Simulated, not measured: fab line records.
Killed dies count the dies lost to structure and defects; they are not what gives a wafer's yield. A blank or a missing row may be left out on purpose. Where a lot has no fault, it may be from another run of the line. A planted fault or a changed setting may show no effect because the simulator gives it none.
fab line records | flow nand-harc | part 1 of 2: steps 1 to 41 of 42
record: lots: 6 wafers: 18 last-day: 24
route steps=1159 shown A_M1@1048 A_BONDPAD@1059 END@1159
lots with no fault: from the same line, run without faults
start-h: hours from the record's first day to the start of the lot's first wafer shown | wait-h: how many hours have passed since the lot's step before this one | " unchanged from the row above | L1.1+2: a single row standing in for several wafers | - no value present, or no start provided | * or withheld: withheld | < > ~ a bound
route shown NAME@n: names a module that has steps shown in the file, with the first one's number in the route | usual: mean/standard deviation of fault-free wafers | same: alike in all rows | chamber/n: place in a boat | sites: each site's reading | _std_site: their standard deviation | _edge_site: inner sites' mean taken away from outer sites' mean | radius-mm: for every site, how far away it sits from the centre of the wafer | mask NAME#n: copy n | behind: tool/chamber where the wafer was last shaped | hold: reason for holding the lot/hours on hold/outcome of the hold | device: whichever transistor did not switch (one of n, p or np) | end of line: tests of these same wafers at the route's end | a step given without rows: its recipe and nothing more | killed: not the wafer's yield, but the dies lost to structure and defects at the first sort | map: shows each die of a wafer: x if killed, . if not, _ if none is there
set.NAME: setting as actually run; set.NAME@STEP: the setting as run at that earlier step | model.NAME: the simulator's own value behind a step, which no gauge read
a table for each step, a row for each wafer; lots at some steps of the route
services: a tool's chamber out of use, with start hour (start-h, from the record's first day; less than 0 if before it), hours out, and reason
== steps ==
step: NHARC_A_M1_PVD_20
recipe: target-thk-a: 50 bias-v: 168.6 power-w: 15000 chamber-pressure-pa: 0.12 time-s: 8.06 substrate-temp-c: 50 material: TaN
usual: throttle-valve-pct: 29.8/1
same: time-s: 8.06
columns lot.wafer tool chamber start-h wait-h throttle-valve-pct
L500.1 pvd-sputter-02 - - - 30.2
L500.5 " - " " 29.9
L500.6 " - " " 30.2
L504.3 pvd-sputter-01 - - - 30.1
L504.6 " - " " 29.2
L504.5 " - " " 28.2
L508.3 pvd-sputter-02 - - - 30.5
L508.6 " - " " 30.9
L508.5 " - " " 30.4
L511.1 pvd-sputter-02 - - - 30.2
L511.4 " - " " 30.5
L511.2 " - " " 30.7
L513.4 pvd-sputter-03 - - - 31.8
L513.3 " - " " 30.2
L513.5 " - " " 31.7
L516.3 pvd-sputter-02 - - - 30.1
L516.2 " - " " 30.6
L516.5 " - " " 30.2
step: NHARC_A_M1_PVD_21
recipe: target-thk-a: 300 chamber-pressure-pa: 5 power-w: 5000 substrate-temp-c: 30 time-s: 20.49 material: Cu
usual: throttle-valve-pct: 29.8/0.98
same: time-s: 20.49
columns lot.wafer tool chamber start-h wait-h throttle-valve-pct
L500.1 pvd-sputter-02 - - - 30.2
L500.6 " - " " 30.4
L500.5 " - " " 29.9
L504.3 pvd-sputter-01 - - - 29.1
L504.5 " - " " 30.1
L504.6 " - " " 29.4
L508.3 pvd-sputter-02 - - - 30.2
L508.6 " - " " 30.9
L508.5 " - " " 30.0
L511.1 pvd-sputter-02 - - - 30.8
L511.2 " - " " 30.0
L511.4 " - " " 30.6
L513.4 pvd-sputter-03 - - - 29.1
L513.3 " - " " 31.9
L513.5 " - " " 29.1
L516.2 pvd-sputter-02 - - - 30.2
L516.3 " - " " 30.1
L516.5 " - " " 30.4
step: NHARC_A_M1_ECD_22
recipe: target-thk-a: 4000 bath-temp-c: 25 material: Cu
step: NHARC_A_M1_ANNEAL_31
recipe: temp-c: 225 time-s: 90
step: NHARC_A_M1_CMP_23
recipe: t-overpolish-s: 20 target-thk-nm: 154.34
usual: edge-zone-pressure-frac: 1.000/0.0048 motor-current-A: 12.7/1.2 time-to-endpoint-s: 29.6/2
columns lot.wafer tool chamber start-h wait-h edge-zone-pressure-frac motor-current-A time-to-endpoint-s
L500.1 cmp-01 2 424.26 - 1.001 12.5 32.3
L500.5 " 3 " " 0.996 12.4 30.4
L500.6 " 0 " " 1.001 11.9 30.8
L504.3 cmp-01 0 461.70 - 0.994 11.7 31.9
L504.5 " 1 " " 0.996 14.1 29.6
L504.6 " 2 " " 0.997 13.0 30.8
L508.3 cmp-01 2 468.09 - 0.998 13.5 30.9
L508.6 " 2 " " 0.990 13.0 33.2
L508.5 " 3 " " 0.996 12.0 32.8
L511.2 cmp-01 0 507.47 - 0.994 11.6 30.8
L511.1 " 2 " " 0.996 13.2 29.2
L511.4 " 3 " " 0.994 12.5 28.9
L513.4 cmp-02 3 515.53 - 0.997 13.4 27.7
L513.3 " 1 " " 0.996 9.8 27.9
L513.5 " 0 " " 0.997 12.5 24.8
L516.2 cmp-03 1 541.08 - 1.004 13.6 32.6
L516.3 " 0 " " 1.000 12.1 29.4
L516.5 " 2 " " 0.996 13.5 31.7
step: NHARC_A_M1_THK_MEAS_24
recipe: thk-meas-gauge: xrf
usual: thk-nm: 154.6/1.2
columns lot.wafer tool chamber start-h wait-h thk-nm
L500.1 film-metro-01 - 424.50 - 155.7
L500.5 " - " " 155.7
L500.6 " - " " 156.5
L504.3 film-metro-02 - 461.93 - 155.0
L504.5 " - " " 154.7
L504.6 " - " " 156.9
L508.3 film-metro-01 - 468.42 - 154.3
L508.5 " - " " 155.5
L508.6 " - " " 155.7
L511.1 film-metro-01 - 507.79 - 155.1
L511.2 " - " " 156.6
L511.4 " - " " 155.7
L513.3 film-metro-01 - 515.85 - 154.0
L513.4 " - " " 152.4
L513.5 " - " " 152.2
L516.2 film-metro-01 - 541.40 - 152.4
L516.3 " - " " 153.7
L516.5 " - " " 154.7
step: NHARC_A_M1_SRD_25
step: NHARC_A_M1_INSPECT_27
usual: raw-defect-count: 443/95
columns lot.wafer tool chamber start-h wait-h raw-defect-count
L500.1 defect-inspect-02 - 424.65 0.0 412
L500.5 " - " " 291
L500.6 " - " " 316
L504.3 defect-inspect-01 - 462.10 0.0 387
L504.5 " - " " 376
L504.6 " - " " 408
L508.3 defect-inspect-02 - 468.57 0.0 477
L508.5 " - " " 634
L508.6 " - " " 433
L511.1 defect-inspect-02 - 507.95 0.0 385
L511.2 " - " " 319
L511.4 " - " " 396
L513.3 defect-inspect-02 - 516.01 0.0 437
L513.4 " - " " 463
L513.5 " - " " 414
L516.2 defect-inspect-01 - 541.55 0.0 459
L516.3 " - " " 511
L516.5 " - " " 395
step: NHARC_A_M1_PRE_CLEAN_32
recipe: time-s: 12 temp-c: 370 rf-power-w: 300 gas: NH3
step: NHARC_A_M1_DEP_33
recipe: target-thk-a: 300 temp-c: 370 target-thk-nm: 30 pressure-torr: 3 flow-sccm: 200 rf-w: 450 material: SiCN
step: NHARC_A_BONDPAD_DEP_00
recipe: target-thk-a: 2500 temp-c: 370 target-thk-nm: 250 pressure-torr: 3 flow-sccm: 200 rf-w: 450 material: SiCN
step: NHARC_A_BONDPAD_CMP_29
recipe: target-thk-nm: 200 material: SiCN
usual: edge-zone-pressure-frac: 1.000/0.005 motor-current-A: 12.7/1.1
columns lot.wafer tool chamber start-h wait-h edge-zone-pressure-frac motor-current-A
L500.1 cmp-01 1 425.87 - 1.006 14.1
L500.5 " 2 " " 0.998 13.0
L500.6 " 3 " " 1.008 12.6
L504.3 cmp-01 0 463.28 - 0.998 12.3
L504.6 " 1 " " 0.989 13.6
L504.5 " 2 " " 1.001 13.0
L508.3 cmp-01 1 469.70 - 0.995 13.7
L508.5 " 0 " " 1.000 11.6
L508.6 " 1 " " 1.003 14.3
L511.1 cmp-04 3 509.06 - 1.002 14.5
L511.2 " 1 " " 1.002 13.7
L511.4 " 2 " " 1.006 13.1
L513.4 cmp-02 2 517.74 - 0.991 13.7
L513.3 " 3 " " 1.002 12.6
L513.5 " 0 " " 0.991 12.1
L516.3 cmp-02 3 542.66 - 0.995 11.9
L516.2 " 1 " " 1.006 9.9
L516.5 " 3 " " 0.999 13.5
step: NHARC_A_BONDPAD_THK_MEAS_30
recipe: thk-meas-gauge: ellipsometry
usual: thk-nm: 200.1/1.4
columns lot.wafer tool chamber start-h wait-h thk-nm
L500.1 film-metro-02 - 426.05 0.2 199.7
L500.5 " - " " 201.4
L500.6 " - " " 200.0
L504.3 film-metro-01 - 463.46 0.2 201.4
L504.5 " - " " 201.7
L504.6 " - " " 200.8
L508.3 film-metro-02 - 469.93 0.2 201.0
L508.5 " - " " 200.2
L508.6 " - " " 200.8
L511.1 film-metro-01 - 509.31 0.2 198.7
L511.2 " - " " 201.3
L511.4 " - " " 198.8
L513.3 film-metro-01 - 517.94 0.2 201.6
L513.4 " - " " 199.3
L513.5 " - " " 200.3
L516.2 film-metro-01 - 542.91 0.2 198.6
L516.3 " - " " 200.0
L516.5 " - " " 200.3
step: NHARC_A_BONDPAD_SRD_31
step: NHARC_A_BONDPAD_DEHYDRATE_01
recipe: temp-c: 150 time-s: 120
step: NHARC_A_BONDPAD_HMDS_02
recipe: time-s: 30
step: NHARC_A_BONDPAD_COAT_33
recipe: temp-c: 200 time-s: 65
step: NHARC_A_BONDPAD_COAT_03
recipe: spin-rpm: 2000 resist-thk-nm: 600
step: NHARC_A_BONDPAD_SOFTBAKE_04
recipe: temp-c: 125 time-s: 70
step: NHARC_A_BONDPAD_EBR_05
step: NHARC_A_BONDPAD_EXPOSE_06
recipe: na: 0.55 dose-mj: 36.99 mask-id: A_BPAD
step: NHARC_A_BONDPAD_PEB_07
recipe: peb-temp-c: 128 peb-time-s: 80
step: NHARC_A_BONDPAD_DEVELOP_08
recipe: time-s: 50 dev-temp-c: 22
step: NHARC_A_BONDPAD_CD_MEAS_09
recipe: target-cd-nm: 500 landing-energy-ev: 500
usual: cd-nm: 500.3/1.6
columns lot.wafer tool chamber start-h wait-h cd-nm
L500.1 cd-sem-03 0 426.61 - 499.4
L500.5 " 0 " " 500.1
L500.6 " 0 " " 499.9
L504.3 cd-sem-02 0 464.03 - 501.2
L504.5 " 0 " " 498.3
L504.6 " 0 " " 498.6
L508.3 cd-sem-02 0 470.37 - 501.4
L508.5 " 0 " " 498.5
L508.6 " 0 " " 499.7
L511.1 cd-sem-01 0 509.88 - 500.8
L511.2 " 0 " " 499.8
L511.4 " 0 " " 499.6
L513.3 cd-sem-03 0 518.51 - 500.7
L513.4 " 0 " " 499.1
L513.5 " 0 " " 501.4
L516.2 cd-sem-02 0 543.35 - 500.8
L516.3 " 0 " " 501.7
L516.5 " 0 " " 502.3
step: NHARC_A_BONDPAD_OVL_MEAS_35
usual: overlay-x-nm: 2/6 overlay-y-nm: -2/5.7
columns lot.wafer tool chamber start-h wait-h overlay-x-nm overlay-y-nm
L500.1 overlay-02 - 426.70 - 3 3
L500.5 " - " " 3 4
L500.6 " - " " 3 4
L504.3 overlay-02 - 464.11 - 0 -10
L504.5 " - " " 0 -10
L504.6 " - " " 0 -10
L508.3 overlay-01 - 470.45 - -3 -2
L508.5 " - " " -3 -1
L508.6 " - " " -3 -2
L511.1 overlay-01 - 509.97 - 11 1
L511.2 " - " " 11 2
L511.4 " - " " 11 2
L513.3 overlay-01 - 518.59 - -10 1
L513.4 " - " " -10 1
L513.5 " - " " -10 1
L516.2 overlay-02 - 543.44 - 4 -3
L516.3 " - " " 3 -4
L516.5 " - " " 3 -3
step: NHARC_A_BONDPAD_HARDBAKE_10
recipe: temp-c: 118 time-s: 65
step: NHARC_A_BONDPAD_DESCUM_11
recipe: time-s: 3 o2-flow-sccm: 200 ar-flow-sccm: 0 bias-power-w: 0 chemistry: O2
usual: drypump-motor-current-A: 6.0/0.37 oes-product-au: 0.999/0.0075 rf-vpp-V: 57.9/0.96 showerhead-plenum-p-Torr: 1.94/0.058 throttle-valve-pct: 11.312/0.0089
same: time-s: 3
columns lot.wafer tool chamber start-h wait-h drypump-motor-current-A oes-product-au rf-hours-counter-h rf-vpp-V showerhead-plenum-p-Torr throttle-valve-pct
L500.1 rie-diel-05 2 426.85 - 6.2 1.016 15 57.5 1.97 11.318
L500.6 " 3 " " 5.9 1.003 - 58.5 2.02 11.319
L500.5 " 0 " " 6.3 1.014 - 59.1 1.99 11.310
L504.3 rie-diel-05 2 464.26 - 6.2 1.004 23 57.6 1.97 11.319
L504.5 " 3 " " 5.9 0.999 - 59.9 2.01 11.304
L504.6 " 0 " " 6.3 0.992 - 56.8 1.99 11.314
L508.3 rie-diel-10 1 470.58 - 6.2 1.006 4 59.4 1.96 11.312
L508.6 " 1 " " 6.2 1.002 - 57.4 1.96 11.309
L508.5 " 2 " " 6.5 0.991 - 57.6 1.88 11.315
L511.4 rie-diel-10 3 510.10 - 5.9 1.000 5 56.4 1.91 11.328
L511.1 " 0 " " 5.6 0.995 5 59.8 1.93 11.306
L511.2 " 1 " " 6.2 1.001 5 58.4 1.96 11.326
L513.3 rie-diel-10 0 518.72 - 5.6 0.996 6 58.6 1.93 11.329
L513.4 " 2 " " 6.5 0.994 6 57.9 1.87 11.319
L513.5 " 1 " " 6.2 0.993 - 58.3 1.96 11.316
L516.2 rie-diel-10 0 543.56 - 5.6 1.003 0 56.5 1.93 11.315
L516.3 " 3 " " 5.9 0.993 0 58.3 1.91 11.323
L516.5 " 0 " " 5.6 1.007 - 57.4 1.93 11.316
step: NHARC_A_BONDPAD_ETCH_34
recipe: target-depth-a: 600 overetch-a: 180 time-s: 65.91 ion-energy-ev: 200 n2-flow-sccm: 150 h2-flow-sccm: 150 ar-flow-sccm: 0 rf-w: 400 bias-w: 150 chemistry: N2/H2
usual: drypump-motor-current-A: 6.0/0.37 oes-product-au: 1.000/0.0088 rf-vpp-V: 431.2/1.9 showerhead-plenum-p-Torr: 2.07/0.064 throttle-valve-pct: 14.170/0.008
same: time-s: 65.91
columns lot.wafer tool chamber start-h wait-h drypump-motor-current-A oes-product-au rf-hours-counter-h rf-vpp-V showerhead-plenum-p-Torr throttle-valve-pct
L500.1 rie-diel-05 3 426.92 0.1 5.9 1.008 15 432.9 2.15 14.175
L500.5 " 2 " " 6.2 1.004 - 432.3 2.10 14.172
L500.6 " 3 " " 5.9 1.008 - 433.6 2.15 14.175
L504.3 rie-diel-05 0 464.32 0.1 6.3 1.004 24 432.0 2.12 14.176
L504.6 " 0 " " 6.3 1.017 - 432.8 2.12 14.182
L504.5 " 1 " " 5.3 1.006 - 433.3 2.15 14.161
L508.3 rie-diel-10 1 470.68 0.1 6.2 1.003 4 431.8 2.09 14.168
L508.6 " 2 " " 6.5 1.005 - 430.2 2.00 14.165
L508.5 " 3 " " 5.9 0.997 - 431.9 2.04 14.167
L511.2 rie-diel-10 2 510.18 0.1 6.5 0.991 6 428.9 2.00 14.173
L511.1 " 3 " " 5.9 0.984 5 430.9 2.04 14.178
L511.4 " 0 " " 5.6 0.995 5 431.5 2.05 14.162
L513.4 rie-diel-10 1 518.80 0.1 6.2 1.012 6 432.7 2.09 14.166
L513.3 " 2 " " 6.5 0.998 6 429.5 2.00 14.156
L513.5 " 2 " " 6.5 0.993 - 428.7 2.00 14.174
L516.3 rie-diel-10 1 543.66 0.1 6.2 0.997 0 433.8 2.09 14.185
L516.2 " 2 " " 6.5 1.000 0 429.7 2.00 14.181
L516.5 " 3 " " 5.9 1.000 - 429.6 2.04 14.166
step: NHARC_A_BONDPAD_ETCH_12
recipe: target-depth-a: 2200 time-s: 110 chf3-flow-sccm: 50 o2-flow-sccm: 10 ar-flow-sccm: 200 rf-w: 500 bias-w: 200 chemistry: CHF3/O2
step: NHARC_A_BONDPAD_CD_MEAS_13
usual: cd-nm: 499.9/1.8
columns lot.wafer tool chamber start-h wait-h cd-nm
L500.1 cd-sem-02 - 427.15 - 498.8
L500.5 " - " " 500.0
L500.6 " - " " 500.0
L504.3 cd-sem-01 - 464.57 - 500.9
L504.5 " - " " 497.6
L504.6 " - " " 498.1
L508.3 cd-sem-02 - 470.90 - 501.6
L508.5 " - " " 497.5
L508.6 " - " " 500.2
L511.1 cd-sem-01 - 510.41 - 499.8
L511.2 " - " " 499.5
L511.4 " - " " 499.2
L513.3 cd-sem-02 - 519.04 - 499.8
L513.4 " - " " 497.9
L513.5 " - " " 501.0
L516.2 cd-sem-02 - 543.88 - 500.1
L516.3 " - " " 501.4
L516.5 " - " " 501.4
step: NHARC_A_BONDPAD_STRIP_15
recipe: o2-flow-sccm: 500 ar-flow-sccm: 0 bias-w: 0 chemistry: O2
step: NHARC_A_BONDPAD_ETCH_24
recipe: target-depth-a: 300 over-etch-frac: 0.3 time-s: 72.99 ion-energy-ev: 150 cf4-flow-sccm: 50 n2-flow-sccm: 100 ar-flow-sccm: 150 rf-w: 300 bias-w: 100 chemistry: CF4/N2
step: NHARC_A_BONDPAD_STRIP_16
recipe: time-s: 600 temp-c: 30 chemistry: post-etch-residue-remover
step: NHARC_A_BONDPAD_DEGAS_25
recipe: temp-c: 300 time-s: 60
step: NHARC_A_BONDPAD_PRE_CLEAN_26
recipe: time-s: 30 temp-c: 280 gas: H2/He
step: NHARC_A_BONDPAD_PVD_17
recipe: target-thk-a: 50 bias-v: 168.6 power-w: 15000 chamber-pressure-pa: 0.12 time-s: 8.06 substrate-temp-c: 50 material: TaN
step: NHARC_A_BONDPAD_PVD_27
recipe: target-thk-a: 300 chamber-pressure-pa: 5 power-w: 5000 substrate-temp-c: 30 time-s: 20.49 material: Cu
step: NHARC_A_BONDPAD_ECD_18
recipe: target-thk-a: 4000 bath-temp-c: 25 material: Cu
step: NHARC_A_BONDPAD_ANNEAL_28
recipe: temp-c: 225 time-s: 90
step: NHARC_A_BONDPAD_CMP_19
recipe: t-overpolish-s: 30 cu-recess-touch-s: 16 target-thk-nm: 169.8
step: NHARC_A_BONDPAD_THK_MEAS_20
recipe: thk-meas-gauge: xrf
usual: thk-nm: 169.8/1.2
columns lot.wafer tool chamber start-h wait-h thk-nm
L500.1 film-metro-02 - 429.18 - 170.8
L500.5 " - " " 169.8
L500.6 " - " " 171.6
L504.3 film-metro-02 - 466.62 - 168.5
L504.5 " - " " 169.6
L504.6 " - " " 169.5
L508.3 film-metro-02 - 472.93 - 169.4
L508.5 " - " " 169.7
L508.6 " - " " 170.0
L511.1 film-metro-01 - 512.51 - 168.5
L511.2 " - " " 167.5
L511.4 " - " " 168.8
L513.3 film-metro-01 - 521.09 - 168.6
L513.4 " - " " 170.1
L513.5 " - " " 168.6
L516.2 film-metro-01 - 545.93 - 170.0
L516.3 " - " " 167.3
L516.5 " - " " 169.3
